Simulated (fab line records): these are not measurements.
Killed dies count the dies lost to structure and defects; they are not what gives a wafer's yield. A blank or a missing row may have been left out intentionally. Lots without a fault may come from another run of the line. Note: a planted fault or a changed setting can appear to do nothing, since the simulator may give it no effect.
3 desks looking at one fault + flow n5Finfet + what lay behind the numbers comes last; until then each desk has only its own

## THE DEFECT DESK
Counts from the inspections along the route, per lot, as means over the sampled wafers that have a number. The brackets show how far a lot's mean lies from the usual mean; more than 4 standard deviations puts the lot out of limits, marked OUT.
Columns: A = rawDefectCount at N5_BEOL_M15_INSPECT_55, usual 72
| lot  | first seen here | A  |
|------|-----------------|----|
| L661 | day 15 06:44    | 55 |
| L663 | day 15 20:56    | 58 |
| L669 | day 17 07:39    | 63 |
| L666 | day 17 09:26    | 78 |
| L677 | day 18 22:54    | 74 |
| L676 | day 19 20:48    | 85 |
| L675 | day 20 00:13    | 67 |
| L678 | day 20 00:29    | 53 |
| L679 | day 20 20:02    | 78 |
| L682 | day 21 00:33    | 74 |
Finding of this desk: none of the 10 lots has anything out of limits.

## FROM THE METROLOGY DESK
Lot by lot, what the gauges showed, no matter which tool ran the lot: averages of those sampled wafers that carry a number. The brackets show how far a lot's mean lies from the usual mean; more than 4 standard deviations puts the lot out of limits, marked OUT.
Columns: A = M15_THK at N5_BEOL_M15_THK_MEAS_50, usual 845 nm; B = M15_RS at N5_BEOL_M15_RS_MEAS_54, usual 0.0217 ohm/sq
| lot  | first seen here | A              | B                 |
|------|-----------------|----------------|-------------------|
| L661 | day 15 06:35    | 859            | 0.0215            |
| L663 | day 15 20:46    | 845            | 0.0220            |
| L669 | day 17 07:30    | 828            | 0.0218            |
| L666 | day 17 09:16    | 835            | 0.0219            |
| L677 | day 18 22:43    | 818            | 0.0220            |
| L676 | day 19 20:38    | 831            | 0.0218            |
| L675 | day 20 00:04    | 834            | 0.0219            |
| L678 | day 20 00:20    | 961 (+5.0) OUT | 0.0192 (-4.6) OUT |
| L679 | day 20 19:53    | 947 (+4.4) OUT | 0.0197            |
| L682 | day 21 00:22    | 993 (+6.4) OUT | 0.0190 (-5.1) OUT |
This desk reports L678, L679, L682 out of limits; the earliest was L678 at day 20 00:20 (M15_THK at N5_BEOL_M15_THK_MEAS_50). In limits: L661, L663, L669, L666, L677, L676, L675.

## TOOL OWNER'S DESK, rieDiel-06
The tool's own readings at N5_BEOL_M15_TRENCH_ETCH_34 (etches SiO2 in C4F8/O2/Ar, target depth 872.93 nm, time 199 s): means of the sampled wafers that have a number, for each lot that ran on this tool. The brackets show how far a lot's mean lies from the usual mean; more than 4 standard deviations puts the lot out of limits, marked OUT.
Columns: A = drypumpMotorCurrentA at N5_BEOL_M15_TRENCH_ETCH_34, usual 5.6 A; B = oesProductAu at N5_BEOL_M15_TRENCH_ETCH_34, usual 0.80 a.u.; C = rfFwdPowerW at N5_BEOL_M15_TRENCH_ETCH_34, usual 1900 W; D = rfVppV at N5_BEOL_M15_TRENCH_ETCH_34, usual 2258 V; E = showerheadPlenumPTorr at N5_BEOL_M15_TRENCH_ETCH_34, usual 3.46 Torr; F = throttleValvePct at N5_BEOL_M15_TRENCH_ETCH_34, usual 30.84 %
| lot  | first seen here | A   | B    | C    | D    | E    | F     |
|------|-----------------|-----|------|------|------|------|-------|
| L661 | day 14 21:57    | 5.8 | 0.80 | 1900 | 2265 | 3.49 | 30.85 |
| L666 | day 17 05:29    | 5.6 | 0.80 | 1900 | 2237 | 3.45 | 30.70 |
| L676 | day 19 17:58    | 5.8 | 0.76 | 1897 | 2263 | 3.48 | 30.88 |
| L678 | day 19 21:13    | 5.7 | 0.80 | 1902 | 2231 | 3.40 | 30.85 |
| L679 | day 20 09:57    | 5.6 | 0.83 | 1897 | 2218 | 3.39 | 30.79 |
| L682 | day 20 17:35    | 5.8 | 0.79 | 1891 | 2258 | 3.50 | 30.79 |
Finding of this desk: none of the 6 lots has anything out of limits.

## TAKEN TOGETHER
The metrology desk could have raised an alarm at day 20 00:20, on L678, L679, L682.
No out-of-limits result turned up at the defect desk.
Nothing out of limits was seen by the tool owner's desk.
The defect desk has L678, L679, L682 on record, within its limits.
The tool owner's desk has L678, L679, L682 on record, within its limits.
N5_BEOL_M15_TRENCH_ETCH_34 was run on rieDiel-06 by each of the lots named.

## WHAT HAD BEEN PUT IN BY THE SIMULATOR
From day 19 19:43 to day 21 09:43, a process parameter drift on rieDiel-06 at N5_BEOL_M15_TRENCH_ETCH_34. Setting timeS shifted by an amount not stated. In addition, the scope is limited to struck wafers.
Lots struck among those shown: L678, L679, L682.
Per desk, hours elapsed from the start of the fault to the first reading out of limits: for the metrology desk, 5.
